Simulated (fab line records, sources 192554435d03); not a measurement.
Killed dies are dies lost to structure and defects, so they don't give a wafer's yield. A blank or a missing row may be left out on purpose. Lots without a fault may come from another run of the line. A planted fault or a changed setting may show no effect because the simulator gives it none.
fab line records | flow n5_finfet
record lots=7 wafers=39
route steps=1938 shown BEOL_M9@1401 BEOL_M12@1602 MIM_BOT@1833
start_h: hours from the record's first day to the start of the lot's first wafer shown | wait_h: hours since the lot's step before | " the same as in the row above | L1.1+2: a row that stands for several wafers | - no value, or no start given | * or withheld: withheld | < > ~ a bound
route shown NAME@n: a module of which the file shows steps, and the number in the route of the first | usual: mean/standard deviation of fault-free wafers | same: alike in all rows | chamber/n: place in a boat | sites: the reading at each site | _std_site: their standard deviation | _edge_site: outer sites' mean less inner sites' | radius_mm: how far each site lies from the wafer's centre | mask NAME#n: copy n | behind: the tool/chamber that last shaped the wafer | hold: why the lot was held/for how many hours/how that ended | device: the transistor (n, p or np) that didn't switch | end of line: the same wafers' tests at the end of the route | a step without rows: its recipe alone | killed: dies lost to structure and defects at the first sort, not the wafer's yield | map: a wafer's dies, x killed, . not, _ none there
set.NAME: the setting as run; set.NAME@STEP: as run at that earlier step | model.NAME: the simulator's own value behind a step, which no gauge read
lots whose settings were changed on purpose; a table a step, a row a wafer
## steps
# step N5_BEOL_M9_ILD_DEP_00
# recipe material=SiCOH_lowk target_thk_a=3085.1 temp_c=300 precursor=DEMS/porogen pressure_torr=5 rf_w=500 time_s=58
# columns lot.wafer tool chamber start_h wait_h set.time_s model.SiCOH_lowk_of_BEOL_M9_ILD_DEP_00.thk_nm
L076.1 pecvd-03 1 228.41 0.0 58 307.4
L076.2 " 2 " " 58 305
L076.3 " 0 " " 58 306.8
L076.4+5 " 2,0 " " 58 307.8
L076.6 " 1 " " 58 311.2
L081.1+4 pecvd-01 2,1 236.92 0.0 26.78 148
L081.2 " 1 " " 26.78 143.8
L081.3 " 0 " " 58 307.6
L081.5 " 0 " " 58 311.8
L081.6 " 2 " " 58 310.2
L078.2 pecvd-03 2 246.66 0.0 58 302.2
L078.4 " 1 " " 58 309.4
L078.6 " 0 " " 58 309
L084.1 pecvd-01 2 267.62 0.0 67.59 354.4
L084.2 " 1 " " 58 313.8
L084.3 " 0 " " 67.59 362.4
L084.4 " 1 " " 58 318.4
L084.5 " 0 " " 67.59 367.2
L084.6 " 2 " " 58 317.4
L087.1+6 pecvd-02 2 285.52 0.0 58 313.2
L087.2 " 0 " " 39.4 214.6
L087.3 " 1 " " 58 316.2
L087.4 " 0 " " 39.4 220.6
L087.5 " 1 " " 39.4 215.2
L090.1 pecvd-02 2 302.82 0.0 58 303
L090.2 " 0 " " 58 305
L090.3 " 1 " " 58 307.6
L090.4 " 0 " " 58 308.2
L090.5 " 1 " " 58 315.4
L090.6 " 2 " " 58 310.2
L096.1 pecvd-02 0 349.97 0.0 31.64 171.6
L096.2 " 2 " " 58 307
L096.3 " 1 " " 58 306.2
L096.4 " 1 " " 31.64 176.6
L096.5 " 2 " " 31.64 171.4
L096.6 " 0 " " 58 311.6
# step N5_BEOL_M9_CURE_71
# recipe temp_c=385 time_s=240 ambient=He/Ar material=SiCOH_lowk
# columns lot.wafer tool chamber start_h wait_h set.time_s@BEOL_M9_ILD_DEP_00 model.SiCOH_lowk_of_BEOL_M9_ILD_DEP_00.thk_nm
L076.1 uv_cure-01 0 228.73 0.3 58 267
L076.2 " 0 " " 58 264.8
L076.3 " 0 " " 58 266.4
L076.4+5 " 0 " " 58 267.4
L076.6 " 0 " " 58 270.4
L081.1+4 uv_cure-02 1 237.00 0.0 26.78 127.4
L081.2 " 1 " " 26.78 123.8
L081.3 " 1 " " 58 267.2
L081.5 " 1 " " 58 271
L081.6 " 1 " " 58 269.6
L078.2 uv_cure-03 0 247.05 0.4 58 262.4
L078.4 " 0 " " 58 268.8
L078.6 " 0 " " 58 268.4
L084.1 uv_cure-02 0 267.70 0.0 67.59 308.8
L084.2 " 0 " " 58 272.6
L084.3 " 0 " " 67.59 315.8
L084.4 " 0 " " 58 276.8
L084.5 " 0 " " 67.59 320
L084.6 " 0 " " 58 276
L087.1 uv_cure-01 1 285.60 0.0 58 272
L087.2 " 1 " " 39.4 185.6
L087.3 " 1 " " 58 274.8
L087.4 " 1 " " 39.4 190.6
L087.5 " 1 " " 39.4 186
L087.6 " 1 " " 58 272.2
L090.1 uv_cure-03 0 302.89 0.0 58 263.2
L090.2 " 0 " " 58 264.8
L090.3 " 0 " " 58 267.2
L090.4 " 0 " " 58 267.8
L090.5 " 0 " " 58 274
L090.6 " 0 " " 58 269.4
L096.1 uv_cure-03 0 350.05 0.0 31.64 148
L096.2 " 0 " " 58 266.8
L096.3 " 0 " " 58 266
L096.4 " 0 " " 31.64 152.2
L096.5 " 0 " " 31.64 147.8
L096.6 " 0 " " 58 270.8
# step N5_BEOL_M9_THK_MEAS_01
# recipe reads=SiCOH_lowk_of_BEOL_M9_ILD_DEP_00
# usual M9_ILD_THK=269/3.4
# columns lot.wafer tool chamber start_h wait_h set.time_s@BEOL_M9_ILD_DEP_00 M9_ILD_THK[nm]
L076.1 film_metro-02 - 229.24 0.4 58 267
L076.2 " - " " 58 265
L076.3 " - " " 58 266
L076.4 " - " " 58 267
L076.5 " - " " 58 267
L076.6 " - " " 58 270
L081.1 film_metro-02 - 237.51 0.4 26.78 127
L081.2 " - " " 26.78 124
L081.3 " - " " 58 267
L081.4 " - " " 26.78 127
L081.5 " - " " 58 271
L081.6 " - " " 58 270
L078.2 film_metro-01 - 247.48 0.4 58 263
L078.4 " - " " 58 269
L078.6 " - " " 58 269
L084.1 film_metro-02 - 268.21 0.4 67.59 309
L084.2 " - " " 58 273
L084.3 " - " " 67.59 316
L084.4 " - " " 58 277
L084.5 " - " " 67.59 320
L084.6 " - " " 58 276
L087.1 film_metro-02 - 286.11 0.4 58 272
L087.2 " - " " 39.4 186
L087.3 " - " " 58 275
L087.4 " - " " 39.4 191
L087.5 " - " " 39.4 186
L087.6 " - " " 58 272
L090.1 film_metro-01 - 303.41 0.4 58 263
L090.2 " - " " 58 265
L090.3 " - " " 58 267
L090.4 " - " " 58 268
L090.5 " - " " 58 274
L090.6 " - " " 58 270
L096.1 film_metro-01 - 350.56 0.4 31.64 148
L096.2 " - " " 58 267
L096.3 " - " " 58 266
L096.4 " - " " 31.64 152
L096.5 " - " " 31.64 148
L096.6 " - " " 58 271
# step N5_BEOL_M9_TRENCH_ETCH_37
# recipe chemistry=C4F6/O2 target_depth_a=1514.3 target=SiCOH_lowk time_s=49 ion_energy_ev=250 pressure_mtorr=30 source_w=345 bias_w=185 Ar_flow_sccm=300 C4F6_flow_sccm=10 O2_flow_sccm=10
# columns lot.wafer tool chamber start_h wait_h set.target_depth_a model.BEOL_M9.feature_depth_nm model.etch.depth_nm model.TiN_of_BEOL_M9_HM_DEP_02.thk_nm
L076.1 rie_diel-01 0 - - 1514.3 149.2 149.2 15.8
L076.2 " 3 " " 2263 232.4 232.3 13.6
L076.3 " 1 " " 1514.3 149.8 149.9 15.8
L076.4 " 2 " " 2263 233.4 233.4 13.4
L076.5 " 2 " " 1514.3 156.2 156.3 15.6
L076.6 " 3 " " 2263 232.8 232.8 13.6
L081.1 rie_diel-03 1 - - 1514.3 150.2 150.2 15.8
L081.2 " 2 " " 1514.3 150 150.1 15.6
L081.3 " 0 " " 1514.3 149.8 149.8 15.6
L081.4 " 3 " " 1815 182.2 182.1 14.6
L081.5 " 1 " " 1815 180.6 180.5 14.8
L081.6 " 0 " " 1815 179.4 179.5 15
L078.2 rie_diel-02 0 - - 1514.3 147.6 147.7 15.8
L078.4 " 1 " " 1514.3 149.2 149.3 15.8
L078.6 " 2 " " 1514.3 151.4 151.5 16
L084.1 rie_diel-03 3 - - 1514.3 149.2 149.2 15.4
L084.2+4 " 0,2 " " 1514.3 151.2 151.3 15.4
L084.3 " 1 " " 1514.3 149.8 149.9 15.8
L084.5 " 3 " " 1514.3 149 149 15.6
L084.6 " 0 " " 1514.3 150.8 150.9 15.4
L087.1 rie_diel-03 0 - - 2230 222.8 222.8 13.8
L087.2 " 2 " " 1514.3 152 152.1 15.8
L087.3 " 1 " " 1514.3 150.8 150.7 15.8
L087.4 " 3 " " 1514.3 150.6 150.7 15.8
L087.5 " 2 " " 2230 224.2 224.3 13.4
L087.6 " 3 " " 2230 222.4 222.4 13.8
L090.1 rie_diel-03 0 - - 1810 179.6 179.5 15
L090.2 " 2 " " 1810 178.4 178.4 15.2
L090.3 " 1 " " 1514.3 148 147.9 15.6
L090.4 " 3 " " 1514.3 147.8 147.7 16
L090.5 " 0 " " 1514.3 150 149.9 15.8
L090.6 " 3 " " 1810 178.2 178.2 15
L096.1 rie_diel-03 3 - - 1514.3 148 148 16.4
L096.2 " 0 " " 1514.3 149.6 149.6 15.8
L096.3 " 2 " " 1514.3 150.2 150.3 16
L096.4 " 1 " " 1514.3 148.8 148.8 15.8
L096.5 " 2 " " 1514.3 150.2 150.2 15.8
L096.6 " 3 " " 1514.3 146.6 146.5 16.2
# step N5_BEOL_M9_ETCH_41
# recipe chemistry=CH3F/O2 target=SiCN target_depth_a=366 taper_deg=2 time_s=70.1 ion_energy_ev=120 mask_material=TiN pressure_mtorr=30 source_w=395 bias_w=75 Ar_flow_sccm=150 CH3F_flow_sccm=30 O2_flow_sccm=20
# step N5_BEOL_M9_STRIP_80
# recipe chemistry=N2/H2 time_s=10 power_w=450 temp_c=40 pressure_mtorr=20 rf_frequency_hz=6e+07 bias_power_w=7 n2_flow_sccm=200 h2_flow_sccm=200
# step N5_BEOL_M9_ECD_50
# recipe material=Cu target_thk_a=3180
# step N5_BEOL_M9_ANNEAL_51
# recipe temp_c=225 time_s=90 ambient=N2
# step N5_BEOL_M9_CMP_52
# recipe stop_on=SiCOH_lowk t_overpolish_s=7 down_force_psi=1 platen_rpm=50 clearing_platen_down_force_psi=1.5 clearing_platen_rpm=50 post_cmp_clean=cu_alkaline target_thk_nm=140 clearing_platen_pad_velocity_m_s=0.99484 pad_velocity_m_s=0.99484
# columns lot.wafer tool chamber start_h wait_h set.target_depth_a@BEOL_M9_TRENCH_ETCH_37 model.Cu_of_BEOL_M9_ECD_50.thk_nm
L076.1 cmp-01 2 236.06 0.3 1514.3 139.4
L076.2 " 3 " " 2263 220
L076.3 " 0 " " 1514.3 138.6
L076.4 " 1 " " 2263 222.4
L076.5 " 2 " " 1514.3 145.8
L076.6 " 3 " " 2263 220.6
L081.4 cmp-03 0 244.45 0.1 1815 169.6
L081.1 " 1 " " 1514.3 139.2
L081.2 " 2 " " 1514.3 138.4
L081.3 " 3 " " 1514.3 137.8
L081.5 " 0 " " 1815 168.2
L081.6 " 1 " " 1815 167
L078.4 cmp-03 0 252.72 0.1 1514.3 138.2
L078.2 " 1 " " 1514.3 136.6
L078.6 " 1 " " 1514.3 140.6
L084.2 cmp-02 1 276.62 0.4 1514.3 141.2
L084.3 " 2 " " 1514.3 137.4
L084.1 " 3 " " 1514.3 134.4
L084.4 " 0 " " 1514.3 139.6
L084.6 " 1 " " 1514.3 138.8
L084.5 " 2 " " 1514.3 135.6
L087.3 cmp-03 0 293.15 0.5 1514.3 139.2
L087.1 " 1 " " 2230 210.4
L087.2 " 2 " " 1514.3 141
L087.4 " 3 " " 1514.3 139.6
L087.6 " 0 " " 2230 209.8
L087.5 " 1 " " 2230 211.6
L090.1 cmp-03 0 309.79 0.3 1810 169
L090.3 " 1 " " 1514.3 137.2
L090.4 " 2 " " 1514.3 138.2
L090.2 " 3 " " 1810 168.2
L090.6 " 0 " " 1810 167.4
L090.5 " 1 " " 1514.3 139.6
L096.1 cmp-03 1 359.37 0.3 1514.3 137.2
L096.2 " 2 " " 1514.3 139
L096.4 " 3 " " 1514.3 138.2
L096.3+5 " 0,1 " " 1514.3 138
L096.6 " 2 " " 1514.3 136.6
# step N5_BEOL_M12_ILD_DEP_00
# recipe material=SiOC target_thk_a=6589.2 temp_c=350 precursor=DEMS/O2 pressure_torr=5 rf_w=500 time_s=130.7
# columns lot.wafer tool chamber start_h wait_h set.time_s model.SiOC_of_BEOL_M12_ILD_DEP_00.thk_nm
L076.1 pecvd-04 2 257.75 0.0 130.7 666
L076.2 " 0 " " 130.7 654.6
L076.3 " 1 " " 130.7 662.8
L076.4 " 2 " " 130.7 668.2
L076.5 " 1 " " 130.7 673.4
L076.6 " 0 " " 130.7 669.8
L081.1 pecvd-04 1 268.32 0.0 185.8 938.2
L081.2 " 0 " " 130.7 656.6
L081.3 " 2 " " 130.7 661.6
L081.4 " 1 " " 130.7 672.4
L081.5 " 0 " " 185.8 941.6
L081.6 " 2 " " 185.8 946.6
L078.2 pecvd-04 2 271.27 0.0 130.7 665.2
L078.4 " 2 " " 130.7 670.4
L078.6 " 0 " " 130.7 669.2
L084.1 pecvd-01 2 292.89 0.0 130.7 657.2
L084.2 " 0 " " 130.7 656.2
L084.3 " 1 " " 130.7 663.8
L084.4 " 2 " " 81.7 419.6
L084.5 " 0 " " 81.7 422.6
L084.6 " 1 " " 81.7 425.4
L087.1 pecvd-04 1 312.19 0.0 130.7 657.4
L087.2 " 0 " " 130.7 646
L087.3 " 2 " " 130.7 665.8
L087.4 " 0 " " 130.7 663.4
L087.5 " 2 " " 130.7 669.2
L087.6 " 1 " " 130.7 672.6
L090.1 pecvd-01 2 325.71 0.0 130.7 646.8
L090.2 " 0 " " 68.1 334.8
L090.3 " 2 " " 68.1 336.4
L090.4 " 0 " " 130.7 662.2
L090.5 " 2 " " 68.1 337.4
L090.6 " 0 " " 130.7 666
L096.1 pecvd-02 1 374.73 0.0 83.72 431.8
L096.2 " 2 " " 130.7 662.8
L096.3 " 0 " " 83.72 429.6
L096.4 " 1 " " 130.7 670.4
L096.5 " 0 " " 83.72 436.6
L096.6 " 2 " " 130.7 673
# step N5_BEOL_M12_THK_MEAS_01
# recipe reads=SiOC_of_BEOL_M12_ILD_DEP_00
# usual M12_ILD_THK=660/9.3
# columns lot.wafer tool chamber start_h wait_h set.time_s@BEOL_M12_ILD_DEP_00 M12_ILD_THK[nm]
L076.1 film_metro-01 - 257.88 0.1 130.7 666
L076.2 " - " " 130.7 655
L076.3 " - " " 130.7 663
L076.4 " - " " 130.7 668
L076.5 " - " " 130.7 673
L076.6 " - " " 130.7 669
L081.1 film_metro-02 - 268.45 0.1 185.8 939
L081.2 " - " " 130.7 656
L081.3 " - " " 130.7 662
L081.4 " - " " 130.7 672
L081.5 " - " " 185.8 942
L081.6 " - " " 185.8 947
L078.2 film_metro-02 - 271.40 0.1 130.7 666
L078.4 " - " " 130.7 670
L078.6 " - " " 130.7 669
L084.1 film_metro-01 - 293.03 0.1 130.7 657
L084.2 " - " " 130.7 657
L084.3 " - " " 130.7 663
L084.4 " - " " 81.7 420
L084.5 " - " " 81.7 423
L084.6 " - " " 81.7 425
L087.1 film_metro-02 - 312.32 0.1 130.7 657
L087.2 " - " " 130.7 646
L087.3 " - " " 130.7 666
L087.4 " - " " 130.7 664
L087.5 " - " " 130.7 669
L087.6 " - " " 130.7 673
L090.1 film_metro-02 - 325.89 0.1 130.7 647
L090.2 " - " " 68.1 335
L090.3 " - " " 68.1 337
L090.4 " - " " 130.7 662
L090.5 " - " " 68.1 337
L090.6 " - " " 130.7 666
L096.1 film_metro-01 - 374.86 0.1 83.72 432
L096.2 " - " " 130.7 663
L096.3 " - " " 83.72 430
L096.4 " - " " 130.7 670
L096.5 " - " " 83.72 437
L096.6 " - " " 130.7 672
# step N5_BEOL_M12_COAT_58
# recipe resist=BARC temp_c=205 time_s=60 spin_rpm=1500 resist_thk_nm=89
# step N5_BEOL_M12_COAT_04
# recipe spin_rpm=1625 resist_thk_nm=400
# step N5_BEOL_M12_DESCUM_15
# recipe chemistry=O2 time_s=7.9 source_power_w=50 bias_power_w=20 pressure_mtorr=20 rf_frequency_hz=2.712e+07 temp_c=40 o2_flow_sccm=225
# step N5_BEOL_M12_ETCH_59
# recipe chemistry=N2/H2 target=BARC target_depth_a=890 overetch_a=267 time_s=67.9 ion_energy_ev=200 pressure_mtorr=30 source_w=840 bias_w=150 n2_flow_sccm=200 h2_flow_sccm=200
# step N5_BEOL_M12_VIA_ETCH_16
# recipe chemistry=C4F8/O2/Ar target=SiOC pressure_mtorr=30 source_w=3000 bias_w=700 Ar_flow_sccm=400 C4F8_flow_sccm=15 O2_flow_sccm=8 he_inner_torr=15 he_outer_torr=30 target_depth_a=7248 time_s=withheld ion_energy_ev=250 ends=cleared
# columns lot.wafer tool chamber start_h wait_h set.time_s@BEOL_M12_ILD_DEP_00 model.etch.depth_nm model.coat_of_BEOL_M12_COAT_04.thk_nm
L076.1 rie_diel-04 0 258.48 0.0 * 666 118.6
L076.2 " 3 " " * 654.7 123
L076.3 " 2 " " * 662.8 124
L076.4 " 1 " " * 668.3 117.2
L076.5 " 2 " " * 673.5 120.6
L076.6 " 1 " " * 669.8 118.2
L081.1 rie_diel-05 3 268.93 0.0 * 938.3 37.2
L081.2 " 0 " " * 656.6 124.8
L081.3 " 1 " " * 661.5 120.6
L081.4 " 2 " " * 672.5 120.2
L081.5 " 2 " " * 941.5 39.2
L081.6 " 1 " " * 946.5 34.6
L078.2 rie_diel-05 2 272.15 0.0 * 665.3 122.6
L078.4 " 3 " " * 670.3 118.8
L078.6 " 1 " " * 669.2 119.4
L084.1 rie_diel-06 0 293.64 0.0 * 657.2 122.8
L084.2 " 1 " " * 656.2 122.4
L084.3 " 2 " " * 663.8 119.6
L084.4 " 3 " " * 419.6 193.2
L084.5 " 0 " " * 422.7 193.4
L084.6 " 3 " " * 425.4 190.2
L087.1 rie_diel-05 2 312.87 0.0 * 657.4 122
L087.2 " 3 " " * 645.9 124.2
L087.3 " 0 " " * 665.8 122.6
L087.4 " 1 " " * 663.4 118.4
L087.5 " 2 " " * 669.2 119.4
L087.6 " 1 " " * 672.5 116.8
L090.1 rie_diel-06 3 326.49 0.0 * 646.7 124
L090.2 " 0 " " * 334.8 218.6
L090.3 " 2 " " * 336.4 215
L090.4 " 1 " " * 662.2 122.6
L090.5 " 1 " " * 337.5 218.6
L090.6 " 0 " " * 666 122.2
L096.1 rie_diel-05 1 375.34 0.0 * 431.9 185.2
L096.2 " 2 " " * 662.8 121
L096.3 " 0 " " * 429.6 189.6
L096.4 " 3 " " * 670.3 115.6
L096.5 " 1 " " * 436.6 183.6
L096.6 " 2 " " * 673 117.2
# step N5_BEOL_M12_STRIP_63
# recipe chemistry=N2/H2 power_w=1000 temp_c=250 h2_frac=0.65 overash_fraction=0.3 pressure_mtorr=1000 n2_flow_sccm=1750 h2_flow_sccm=3250
# usual oes_product_au=0.692/0.0048 strip_time_to_endpoint_s=42.2/0.98
# columns lot.wafer tool chamber start_h wait_h set.time_s@BEOL_M12_ILD_DEP_00 oes_product_au strip_time_to_endpoint_s
L076.1 plasma_asher-02 1 258.68 - 130.7 0.686 41.3
L076.2 " 0 " " 130.7 0.689 42.5
L076.3 " 0 " " 130.7 0.684 42.8
L076.4 " 1 " " 130.7 0.697 40.9
L076.5 " 0 " " 130.7 0.690 41.9
L076.6 " 1 " " 130.7 0.686 41.2
L081.1 plasma_asher-01 1 269.13 - 185.8 0.648 17.5
L081.2 " 0 " " 130.7 0.695 42.9
L081.3 " 0 " " 130.7 0.693 41.8
L081.4 " 1 " " 130.7 0.688 41.7
L081.5 " 1 " " 185.8 0.654 18.2
L081.6 " 0 " " 185.8 0.647 16.6
L078.2 plasma_asher-01 1 272.35 - 130.7 0.688 42.4
L078.4 " 1 " " 130.7 0.692 41.4
L078.6 " 0 " " 130.7 0.691 41.5
L084.1 plasma_asher-01 1 293.84 - 130.7 0.688 42.4
L084.2 " 0 " " 130.7 0.698 42.4
L084.3 " 0 " " 130.7 0.695 41.5
L084.4 " 1 " " 81.7 0.756 60.9
L084.5 " 0 " " 81.7 0.765 60.9
L084.6 " 1 " " 81.7 0.747 60.1
L087.1 plasma_asher-01 1 313.08 - 130.7 0.701 42.2
L087.2 " 0 " " 130.7 0.688 42.8
L087.3 " 1 " " 130.7 0.688 42.4
L087.4 " 0 " " 130.7 0.693 41.3
L087.5 " 0 " " 130.7 0.697 41.5
L087.6 " 1 " " 130.7 0.696 40.8
L090.1 plasma_asher-01 1 326.69 - 130.7 0.692 42.8
L090.2 " 0 " " 68.1 0.819 67.4
L090.3 " 0 " " 68.1 0.813 66.5
L090.4 " 1 " " 130.7 0.687 42.4
L090.5 " 0 " " 68.1 0.828 67.4
L090.6 " 1 " " 130.7 0.695 42.2
L096.1 plasma_asher-02 1 375.55 - 83.72 0.742 58.8
L096.2 " 0 " " 130.7 0.689 42.0
L096.3 " 1 " " 83.72 0.757 60.0
L096.4 " 0 " " 130.7 0.695 40.5
L096.5 " 1 " " 83.72 0.733 58.4
L096.6 " 0 " " 130.7 0.698 40.9
# step N5_MIM_BOT_SPUTTER_00
# recipe material=TiN target_thk_a=350 temp_c=200 power_w=3000 chamber_pressure_pa=0.49996 gas=Ar reactive_partial_pa=0.37997 time_s=89.7
# columns lot.wafer tool chamber start_h wait_h set.target_thk_a model.TiN_of_MIM_BOT_SPUTTER_00.thk_nm
L076.1 pvd_sputter-03 - 279.89 0.0 476.8 47.8
L076.2 " - " " 476.8 48
L076.3 " - " " 350 34.8
L076.4 " - " " 350 35
L076.5 " - " " 350 35.2
L076.6 " - " " 476.8 47.6
L078.2+4+6 pvd_sputter-03 - 309.14 0.0 350 35.4
L081.1+5 pvd_sputter-03 - 309.34 0.0 350 34.8
L081.2 " - " " 461.3 46.2
L081.3 " - " " 350 35
L081.4+6 " - " " 461.3 46
L084.1+2 pvd_sputter-03 - 324.49 0.0 350 35.6
L084.3+5 " - " " 350 35.4
L084.4 " - " " 350 35.2
L084.6 " - " " 350 35.8
L087.1 pvd_sputter-01 - 338.06 0.0 278.8 27.8
L087.2 " - " " 278.8 27.6
L087.3 " - " " 350 34.8
L087.4 " - " " 350 34.6
L087.5 " - " " 350 34.2
L087.6 " - " " 278.8 28
L090.1+3 pvd_sputter-02 - 360.65 0.0 350 34.6
L090.2+6 " - " " 350 34.4
L090.4+5 " - " " 350 35
L096.1 pvd_sputter-01 - 397.10 0.0 350 35.2
L096.2 " - " " 350 34.8
L096.3 " - " " 183.2 18
L096.4 " - " " 183.2 18.4
L096.5 " - " " 183.2 18.6
L096.6 " - " " 350 34.6
## key
split step=N5_BEOL_M9_ILD_DEP_00 setting=time_s stated=58 by=wafer
response step=N5_BEOL_M9_ILD_DEP_00 reading=model.SiCOH_lowk_of_BEOL_M9_ILD_DEP_00.thk_nm change=+3 per=1% r=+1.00
response step=N5_BEOL_M9_CURE_71 reading=model.SiCOH_lowk_of_BEOL_M9_ILD_DEP_00.thk_nm change=+2.63 per=1% r=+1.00
response step=N5_BEOL_M9_THK_MEAS_01 reading=M9_ILD_THK change=+2.63 per=1% r=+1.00
split step=N5_BEOL_M9_TRENCH_ETCH_37 setting=target_depth_a stated=1514.3 by=wafer
response step=N5_BEOL_M9_TRENCH_ETCH_37 reading=model.BEOL_M9.feature_depth_nm change=+1.58 per=1% r=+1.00
response step=N5_BEOL_M9_TRENCH_ETCH_37 reading=model.etch.depth_nm change=+1.58 per=1% r=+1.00
response step=N5_BEOL_M9_TRENCH_ETCH_37 reading=model.TiN_of_BEOL_M9_HM_DEP_02.thk_nm change=-0.0442 per=1% r=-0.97
response step=N5_BEOL_M9_CMP_52 reading=model.Cu_of_BEOL_M9_ECD_50.thk_nm change=+1.55 per=1% r=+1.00
split step=N5_BEOL_M12_ILD_DEP_00 setting=time_s stated=130.7 by=wafer
response step=N5_BEOL_M12_ILD_DEP_00 reading=model.SiOC_of_BEOL_M12_ILD_DEP_00.thk_nm change=+6.58 per=1% r=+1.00
response step=N5_BEOL_M12_THK_MEAS_01 reading=M12_ILD_THK change=+6.58 per=1% r=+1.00
response step=N5_BEOL_M12_VIA_ETCH_16 reading=model.etch.depth_nm change=+6.58 per=1% r=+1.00
response step=N5_BEOL_M12_VIA_ETCH_16 reading=model.coat_of_BEOL_M12_COAT_04.thk_nm change=-1.95 per=1% r=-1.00
response step=N5_BEOL_M12_STRIP_63 reading=oes_product_au change=-0.00178 per=1% r=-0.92
response step=N5_BEOL_M12_STRIP_63 reading=strip_time_to_endpoint_s change=* per=1% r=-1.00
split step=N5_MIM_BOT_SPUTTER_00 setting=target_thk_a stated=350 by=wafer
response step=N5_MIM_BOT_SPUTTER_00 reading=model.TiN_of_MIM_BOT_SPUTTER_00.thk_nm change=+0.348 per=1% r=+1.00
